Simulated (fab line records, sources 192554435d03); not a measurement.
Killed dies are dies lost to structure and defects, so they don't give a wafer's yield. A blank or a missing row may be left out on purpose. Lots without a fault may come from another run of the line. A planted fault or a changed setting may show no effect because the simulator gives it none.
fab line records | flow n5_finfet
record lots=10 wafers=30 last_day=19
route steps=1938 shown BEOL_M6@1240 BEOL_M7@1266 PASSIVATION@1936
lots that met no fault: from a run of the same line without faults
start_h: hours from the record's first day to the start of the lot's first wafer shown | wait_h: hours since the lot's step before | " the same as in the row above | L1.1+2: a row that stands for several wafers | - no value, or no start given | * or withheld: withheld | < > ~ a bound
route shown NAME@n: a module of which the file shows steps, and the number in the route of the first | usual: mean/standard deviation of fault-free wafers | same: alike in all rows | chamber/n: place in a boat | sites: the reading at each site | _std_site: their standard deviation | _edge_site: outer sites' mean less inner sites' | radius_mm: how far each site lies from the wafer's centre | mask NAME#n: copy n | behind: the tool/chamber that last shaped the wafer | hold: why the lot was held/for how many hours/how that ended | device: the transistor (n, p or np) that didn't switch | end of line: the same wafers' tests at the end of the route | a step without rows: its recipe alone | killed: dies lost to structure and defects at the first sort, not the wafer's yield | map: a wafer's dies, x killed, . not, _ none there
set.NAME: the setting as run; set.NAME@STEP: as run at that earlier step | model.NAME: the simulator's own value behind a step, which no gauge read
steps of the route over a sample of lots; a table a step, a row a wafer
services: from which hour (start_h, from the record's first day; less than 0 if before it) a tool's chamber was out of use, for how many hours, and why
## steps
# step N5_BEOL_M6_ETCH_41
# recipe chemistry=CH3F/O2 target=SiCN target_depth_a=297 taper_deg=2 time_s=52 ion_energy_ev=120 mask_material=TiN pressure_mtorr=30 source_w=395 bias_w=75 Ar_flow_sccm=150 CH3F_flow_sccm=30 O2_flow_sccm=20
# usual drypump_motor_current_A=5.5/0.37 oes_product_au=0.80/0.085 rf_fwd_power_W=391.1/1.7 rf_vpp_V=297.8/1.3 showerhead_plenum_p_Torr=2.02/0.052 throttle_valve_pct=16.33/0.18
# columns lot.wafer tool chamber start_h wait_h drypump_motor_current_A oes_product_au rf_fwd_power_W rf_hours_counter_h rf_vpp_V showerhead_plenum_p_Torr throttle_valve_pct
L694.4 rie_diel-02 1 - - 4.7 0.81 392.1 - 297.0 2.02 16.53
L694.5 " 2 " " 5.5 0.72 390.0 - 298.0 1.99 16.29
L694.6 " 0 " " 5.6 0.69 392.1 - 297.7 2.05 16.74
L696.4 rie_diel-02 1 - - 4.7 0.81 393.8 103 297.7 2.02 16.54
L696.5 " 0 " " 5.7 0.68 389.6 - 299.8 2.05 16.73
L696.6 " 3 " " 5.1 0.72 388.1 - 299.2 2.07 16.35
L698.2 rie_diel-04 0 - - 5.7 0.70 389.5 235 297.0 1.97 16.52
L698.5 " 2 " " 5.4 0.84 393.2 - 295.6 2.03 16.33
L698.6 " 3 " " 5.6 0.84 392.2 - 298.9 2.03 16.30
L702.2 rie_diel-04 0 - - 5.8 0.69 392.3 240 296.6 1.97 16.55
L702.3 " 2 " " 5.4 0.84 392.8 88 297.7 2.02 16.33
L702.6 " 1 " " 5.5 0.88 393.2 - 295.0 1.95 16.20
L701.2 rie_diel-01 1 - - 5.9 0.67 389.1 241 298.0 2.06 16.46
L701.4 " 0 " " 5.3 0.84 391.8 79 298.5 2.11 16.10
L701.5 " 0 " " 5.3 0.85 392.1 - 300.3 2.11 16.09
L709.2 rie_diel-02 3 - - 5.1 0.70 390.2 218 298.4 2.06 16.40
L709.3 " 1 " " 4.7 0.78 391.4 137 297.4 2.01 16.60
L709.4 " 1 " " 4.7 0.78 392.9 - 297.2 2.01 16.62
L711.2 rie_diel-02 2 - - 5.5 0.70 391.5 219 296.4 1.98 16.35
L711.5 " 2 " " 5.5 0.70 391.3 - 295.3 1.98 16.34
L711.6 " 3 " " 5.1 0.69 387.8 - 298.7 2.06 16.40
L712.1 rie_diel-01 0 - - 5.3 0.82 389.7 97 299.1 2.10 16.15
L712.3 " 2 " " 6.1 0.82 386.8 93 299.9 2.10 16.15
L712.6 " 2 " " 6.1 0.82 388.2 - 300.1 2.10 16.16
L713.1 rie_diel-01 3 - - 5.7 0.82 390.3 87 295.2 1.94 16.20
L713.2 " 0 " " 5.3 0.81 390.1 102 299.4 2.10 16.13
L713.3 " 2 " " 6.1 0.81 390.2 98 298.2 2.10 16.16
L715.4 rie_diel-02 3 - - 5.1 0.68 388.5 239 299.9 2.06 16.44
L715.5 " 2 " " 5.5 0.69 391.0 - 296.5 1.97 16.39
L715.6 " 1 " " 4.7 0.76 393.1 - 297.1 2.00 16.66
# step N5_BEOL_M6_ALD_77
# recipe material=TaN target_thk_a=20 temp_c=275 ald_precursor_family=PDMAT ald_co_reactant=NH3 pressure_torr=3 carrier_flow_sccm=1500 pulse_time_s=2 purge_time_s=3 co_reactant_purge_time_s=2 co_reactant_pulse_time_s=3 ald_cycles=40 precursor_vessel_temp_c=75 precursor_vessel_pressure_torr=26.25 precursor_vessel_carrier_sccm=1000
# usual heater_power_w=438/43 susceptor_temp_C=275.02/0.18
# columns lot.wafer tool chamber start_h wait_h heater_power_w susceptor_temp_C
L694.4 ald_metal-01 3 198.91 0.1 368 274.88
L694.5 " 1 " " 508 275.20
L694.6 " 0 " " 440 274.92
L696.4 ald_metal-02 1 210.30 0.3 388 274.96
L696.5 " 0 " " 395 274.87
L696.6 " 1 " " 386 274.95
L698.2 ald_metal-01 1 228.73 0.0 513 274.86
L698.5 " 3 " " 368 275.11
L698.6 " 2 " " 419 275.24
L702.2 ald_metal-02 1 247.70 0.0 396 275.07
L702.3 " 2 " " 434 274.68
L702.6 " 3 " " 467 274.86
L701.2 ald_metal-02 2 256.64 0.1 426 275.07
L701.4 " 0 " " 394 274.79
L701.5 " 0 " " 399 275.02
L709.2 ald_metal-01 3 298.10 0.0 363 275.10
L709.3 " 0 " " 446 275.01
L709.4 " 2 " " 405 275.10
L711.2 ald_metal-03 2 303.52 0.0 456 275.47
L711.5 " 1 " " 484 275.03
L711.6 " 0 " " 453 275.16
L712.1 ald_metal-03 0 306.64 0.1 475 275.01
L712.3 " 3 " " 475 275.01
L712.6 " 2 " " 443 274.92
L713.1 ald_metal-01 1 322.55 0.0 520 275.05
L713.2 " 2 " " 413 275.27
L713.3 " 0 " " 428 274.97
L715.4 ald_metal-02 3 351.10 0.2 477 274.82
L715.5 " 0 " " 406 274.58
L715.6 " 1 " " 393 275.12
# step N5_BEOL_M6_INSPECT_58
# recipe inspect_instrument=darkfield mode=post_dep
# usual raw_defect_count=82/27
# columns lot.wafer tool chamber start_h wait_h raw_defect_count
L694.4 defect_inspect-02 - 200.85 0.0 33
L694.5 " - " " 39
L694.6 " - " " 63
L696.4 defect_inspect-02 - 212.54 0.0 66
L696.5 " - " " 100
L696.6 " - " " 90
L698.2 defect_inspect-01 - 230.54 0.0 86
L698.5 " - " " 124
L698.6 " - " " 97
L702.2 defect_inspect-01 - 249.38 0.0 123
L702.3 " - " " 108
L702.6 " - " " 80
L701.2 defect_inspect-01 - 258.16 0.0 68
L701.4 " - " " 46
L701.5 " - " " 55
L709.2 defect_inspect-01 - 300.32 0.0 62
L709.3 " - " " 82
L709.4 " - " " 64
L711.2 defect_inspect-01 - 305.56 0.0 60
L711.5 " - " " 47
L711.6 " - " " 55
L712.1 defect_inspect-01 - 308.09 0.0 72
L712.3 " - " " 57
L712.6 " - " " 39
L713.1 defect_inspect-02 - 325.22 0.0 114
L713.2 " - " " 112
L713.3 " - " " 163
L715.4 defect_inspect-02 - 352.99 0.0 125
L715.5 " - " " 109
L715.6 " - " " 89
# step N5_BEOL_M7_PECVD_70
# recipe material=SiO2 target_thk_a=200 temp_c=400 precursor=TEOS/O2 pressure_torr=5.5 rf_w=450 teos_flow_sccm=53.8 gas=O2 flow_sccm=3000 time_s=22.7
# usual heater_power_w=688/120 rf_fwd_power_W=445.3/1.7 showerhead_plenum_p_Torr=8.78/0.039 susceptor_temp_C=399.95/0.2 throttle_valve_pct=22.6/1.1
# columns lot.wafer tool chamber start_h wait_h heater_power_w rf_fwd_power_W showerhead_plenum_p_Torr susceptor_temp_C throttle_valve_pct
L694.4 pecvd-03 0 202.00 0.1 587 445.7 8.71 399.89 24.7
L694.5 " 2 " " 924 445.3 8.81 399.52 21.7
L694.6 " 0 " " 585 443.5 8.74 400.05 25.1
L696.4 pecvd-01 2 213.29 0.1 510 446.7 8.75 399.83 22.4
L696.5 " 1 " " 638 443.5 8.80 399.67 22.8
L696.6 " 0 " " 603 445.5 8.72 400.18 20.9
L698.2 pecvd-01 0 231.19 0.0 691 449.8 8.71 399.66 21.1
L698.5 " 2 " " 541 445.3 8.76 400.44 22.3
L698.6 " 0 " " 686 449.0 8.73 399.83 21.3
L702.2 pecvd-01 1 250.51 0.0 619 444.1 8.78 399.66 23.1
L702.3 " 2 " " 626 445.1 8.75 400.07 22.4
L702.6 " 0 " " 610 447.3 8.72 386.34 21.0
L701.2 pecvd-01 2 258.81 0.0 638 443.9 8.76 400.05 22.4
L701.4 " 0 " " 528 444.9 8.69 386.26 21.2
L701.5 " 2 " " 504 445.9 8.78 400.15 22.4
L709.2 pecvd-03 1 301.27 0.0 778 446.9 8.81 400.09 23.2
L709.3 " 0 " " 660 446.5 8.74 399.85 24.7
L709.4 " 2 " " 825 447.0 8.79 399.88 21.6
L711.2 pecvd-03 2 306.23 0.0 863 446.0 8.79 400.05 22.1
L711.5 " 1 " " 720 445.9 8.80 400.32 23.0
L711.6 " 0 " " 672 447.7 8.74 399.93 24.9
L712.1 pecvd-04 1 308.75 0.0 609 443.6 8.82 399.80 22.9
L712.3 " 2 " " 754 443.0 8.77 399.82 22.1
L712.6 " 1 " " 624 444.7 8.83 400.13 23.4
L713.1 pecvd-01 0 326.35 0.0 592 443.5 8.72 399.98 21.0
L713.2 " 2 " " 573 443.9 8.78 399.57 22.2
L713.3 " 1 " " 616 444.3 8.79 399.87 22.9
L715.4 pecvd-04 0 354.07 0.1 917 445.2 8.83 400.07 22.4
L715.5 " 2 " " 674 443.8 8.76 400.03 22.5
L715.6 " 1 " " 635 443.7 8.83 400.30 22.9
# step N5_BEOL_M7_CMP_52
# recipe stop_on=SiCOH_lowk t_overpolish_s=6.9 down_force_psi=1 platen_rpm=50 clearing_platen_down_force_psi=1.5 clearing_platen_rpm=50 post_cmp_clean=cu_alkaline target_thk_nm=80 clearing_platen_pad_velocity_m_s=0.99484 pad_velocity_m_s=0.99484
# usual barrier_field_endpoint_s=29.0/0.64 motor_current_A=5.8/0.59
# columns lot.wafer tool chamber start_h wait_h barrier_field_endpoint_s motor_current_A
L694.4 cmp-02 2 210.12 0.1 29.1 5.6
L694.5 " 2 " " 29.2 5.9
L694.6 " 3 " " 29.4 5.3
L696.4 cmp-03 3 219.84 0.2 29.4 7.0
L696.6 " 2 " " 30.4 6.0
L696.5 " 3 " " 29.6 6.6
L698.2 cmp-02 2 241.04 0.2 29.2 5.6
L698.6 " 2 " " 30.0 5.7
L698.5 " 3 " " 29.4 5.3
L702.3 cmp-02 0 255.07 0.2 28.6 5.0
L702.2 " 3 " " 29.0 5.4
L702.6 " 0 " " 32.2 4.9
L701.4 cmp-01 3 267.68 0.3 31.1 5.1
L701.2 " 2 " " 27.9 6.4
L701.5 " 3 " " 28.5 4.9
L709.3 cmp-03 1 308.50 0.3 28.3 5.7
L709.4 " 2 " " 29.7 5.9
L709.2 " 3 " " 28.6 7.3
L711.2 cmp-03 1 312.10 0.3 28.3 5.8
L711.6 " 3 " " 29.9 7.1
L711.5 " 0 " " 29.4 5.5
L712.1 cmp-01 1 315.17 0.3 28.3 6.8
L712.3 " 2 " " 28.0 6.2
L712.6 " 1 " " 29.6 6.5
L713.2 cmp-03 1 336.57 0.2 28.1 6.1
L713.1 " 2 " " 28.7 6.1
L713.3 " 3 " " 27.6 6.9
L715.4 cmp-02 1 364.12 0.2 29.0 6.1
L715.5 " 2 " " 28.8 5.6
L715.6 " 3 " " 29.3 5.2
# step N5_PASSIVATION_PROBE_49
# usual defect_limited_yield=91.2/1.4 killed_at_M0_to_M3=34/10 killed_at_M4_up=13/5.1 killed_at_contacts=12/6.5 killed_at_front_end=41/11 killed_at_other=4/3.3 killed_dies=104/16 killed_open=69/13 killed_short=33/7 sort_bin_5_function=5.1/0.91 sort_bin_6_memory=3.3/0.69 sort_n_pass=1076/16 sort_yield_pct=91.2/1.4
# same gross_dies=1180 killed_at_back_side=0 sort_bin_4_leakage[%]=0 sort_bin_8_speed[%]=0
# columns lot.wafer tool chamber start_h wait_h defect_limited_yield[%] killed_at_M0_to_M3 killed_at_M4_up killed_at_contacts killed_at_front_end killed_at_other killed_dies killed_open killed_short sort_bin_5_function[%] sort_bin_6_memory[%] sort_n_pass sort_yield_pct[%]
L709.2 prober-02 - 376.58 0.1 94.2 22 4 19 21 3 69 51 18 3.6 2.1 1111 94.2
L709.3 prober-02 - 376.63 0.1 92.4 29 6 23 26 6 90 57 33 4.7 2.6 1090 92.4
L709.4 prober-02 - 376.68 0.2 91.6 28 11 16 38 6 99 67 32 4.5 3.6 1081 91.6
# killed by level:class
L709.2 MOL_CONTACT_COAG:geometric_particle:open=19 BEOL_M3:geometric_particle:open=13 GATE_CUT:geometric_particle:short=8 STI_FIN_REVEAL:geometric_particle:open=5 FIN_SAQP:geometric_particle:open=2 ILD0:geometric_particle:short=2 GATE_CUT:geometric_particle:open=2 BEOL_M0_SAQP:geometric_particle:open=2
L709.3 MOL_CONTACT_COAG:geometric_particle:open=20 BEOL_M3:geometric_particle:open=9 GATE_CUT:geometric_particle:short=8 BEOL_M0_SAQP:geometric_particle:open=5 STI_FIN_REVEAL:geometric_particle:open=4 DUMMY_GATE:geometric_particle:open=4 STARTING-WAFER:geometric_particle:short=4 PAD_METAL:geometric_particle:short=3
L709.4 MOL_CONTACT_COAG:geometric_particle:open=14 FIN_SAQP:geometric_particle:short=10 BEOL_M3:geometric_particle:open=10 STI_FIN_REVEAL:geometric_particle:open=9 FIN_SAQP:geometric_particle:open=7 BEOL_M1:geometric_particle:open=6 BEOL_M0_SAQP:geometric_particle:short=5 BEOL_M0_SAQP:geometric_particle:open=4
## services
# columns tool chamber start_h hours kind
rie_diel-01 0 183.85 7.7 repair
cmp-02 - 184.37 4.0 pm
cmp-03 - 186.39 4.2 pm
rie_diel-02 3 195.74 3.8 repair
ald_metal-01 3 213.32 10.2 repair
rie_diel-02 2 227.15 4.2 repair
cmp-03 - 242.73 1.8 repair
rie_diel-02 2 252.28 2.4 repair
rie_diel-02 - 260.12 2.8 pm
ald_metal-01 - 276.29 2.8 pm
ald_metal-01 - 280.01 1.3 repair
cmp-03 - 302.53 1.6 repair
pecvd-01 - 308.01 1.3 repair
cmp-03 - 312.25 4.0 pm
ald_metal-02 0 317.79 5.4 repair
cmp-02 - 324.23 1.2 repair
ald_metal-01 3 328.20 3.6 repair
pecvd-01 - 330.68 2.8 pm
cmp-02 - 336.64 1.7 repair
ald_metal-02 2 336.86 29.4 repair
cmp-02 - 342.84 0.9 repair
ald_metal-01 1 345.80 24.0 repair
cmp-03 - 349.42 0.8 repair
cmp-02 - 358.03 2.9 pm
## key
first_sign step=N5_BEOL_M7_PECVD_70 reading=susceptor_temp_C direction=down sigmas=70 usual=* struck=*
effect step=N5_BEOL_M7_CMP_52 reading=barrier_field_endpoint_s direction=up sigmas=4.1 usual=29.0 struck=31.7
met_at N5_BEOL_M7_PECVD_70
struck_lots L701,L702
struck_wafers L701.4,L702.6
not_acting_at N5_BEOL_M6_ETCH_41,N5_BEOL_M6_ALD_77,N5_BEOL_M6_INSPECT_58
onset_between 231.19 250.51
fault kind=process_parameter_drift tool=pecvd-01 chamber=0 onset_h=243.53 steps=N5_BEOL_M7_PECVD_70 channel=temp_c offset=* shape=step end_h=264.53 acts_in=* stated=*
